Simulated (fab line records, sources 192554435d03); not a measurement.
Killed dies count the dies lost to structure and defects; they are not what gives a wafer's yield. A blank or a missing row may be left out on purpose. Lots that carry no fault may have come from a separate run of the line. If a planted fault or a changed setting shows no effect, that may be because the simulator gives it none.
Split-lot trial -- flow n5-finfet -- 7 lots, 21 wafers read, on a route of 1938 steps

## SPLIT DETAILS
At N5_BEOL_M11_PECVD_70 (deposits SiO2 from TEOS/O2, target thk 20 nm, time 22.7 s), the setting temp-c was moved away from the recipe's 400 C on 9 of the 21 wafers read, by -4.5% to +3.7%. For the rest of the wafers, this setting stayed at what the recipe calls for.

The split's own step is where the reading is taken.

## THE READING
SiO2_of_BEOL_M11_PECVD_70.thk-nm (the simulator's own value, which no gauge read), in nm, at N5_BEOL_M11_PECVD_70 (deposits SiO2 from TEOS/O2, target thk 20 nm, time 22.7 s). The file gives no usual value for it. Average 20.0 nm, standard deviation 0.53 nm, over the 12 wafers here run with the recipe.

wafer,"tool, chamber at the split","temp-c as run, C",against the recipe,"SiO2_of_BEOL_M11_PECVD_70.thk-nm, nm",against lot-mates on the recipe
L074.2,"pecvd-01, 2",400,recipe,20,-
L074.3,"pecvd-01, 1",400,recipe,19.8,-
L074.4,"pecvd-01, 0",400,recipe,20.4,-
L081.1,"pecvd-02, 1",400,recipe,19,-
L081.3,"pecvd-02, 2",382.1,-4.5%,22.2,+3.2
L081.5,"pecvd-02, 2",382.1,-4.5%,22.4,+3.4
L079.3,"pecvd-04, 1",383.9,-4.0%,21.2,+1.4
L079.4,"pecvd-04, 0",400,recipe,19.8,-
L079.5,"pecvd-04, 1",383.9,-4.0%,22,+2.2
L082.1,"pecvd-04, 0,1",400,recipe,19.4,-
L082.2,"pecvd-04, 0,1",400,recipe,19.4,-
L082.4,"pecvd-04, 0",400,recipe,20.2,-
L083.2,"pecvd-04, 1",414.8,+3.7%,18,-2.4
L083.4,"pecvd-04, 0,2",400,recipe,20.4,-
L083.5,"pecvd-04, 0,2",400,recipe,20.4,-
L087.2,"pecvd-02, 2",388.7,-2.8%,22.2,+1.2
L087.4,"pecvd-02, 0",388.7,-2.8%,22.4,+1.4
L087.5,"pecvd-02, 2",400,recipe,21,-
L097.1,"pecvd-04, 0",400,recipe,19.8,-
L097.3,"pecvd-04, 1",384.1,-4.0%,21.6,+1.8
L097.6,"pecvd-04, 0",384.1,-4.0%,22.6,+2.8
Rows listing several chambers each stand for several wafers; the file does not say which wafer went through which chamber.

FIT RESULTS
A straight line over all 21 wafers: SiO2_of_BEOL_M11_PECVD_70.thk-nm changes by -0.528 nm for each +1% of temp-c; r = -0.91; the points scatter about the line by 0.57 nm.
The same after taking each lot's own level away (the mean of its wafers on the recipe; 21 wafers): -0.598 nm for each +1%; r = -0.96; scatter 0.42 nm.
According to that fit, moving temp-c by its largest amount changes the reading by 2.7 nm.
The span of the lots' own levels, 19.00 to 21.00 nm, comes to 3.8 times the standard deviation stated above.
So the lot-to-lot level changes the slope: the two fits differ.
Check: +2.52 nm against its lot-mates is what the line predicts for one of the wafers moved furthest among these (-4.5%) when that wafer is left out of the fit. Against them it came out at +3.2 nm.

## FURTHER SPLITS ON THESE WAFERS
Note: prior to the reading, these wafers also went through further splits. Each is held against what the fit with the lots' levels taken away leaves over:
other split on the same wafers,wafers away from the commonest value,r with SiO2_of_BEOL_M11_PECVD_70.thk-nm (lot level and that fit taken away)
N5_BEOL_M8_DEVELOP_10 develop-time-s,3,+0.11
N5_BEOL_M9_DESCUM_16 time-s,3,+0.28
N5_BEOL_M9_ETCH_62 time-s,6,-0.24
N5_BEOL_M10_HM_DEP_02 target-thk-a,7,-0.15
N5_BEOL_M10_EXPOSE_08 dose-mj,11,-0.12

## THE FILE'S OWN FIT
SiO2_of_BEOL_M11_PECVD_70.thk-nm changes by -0.593 nm for each +1% of temp-c, r = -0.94.
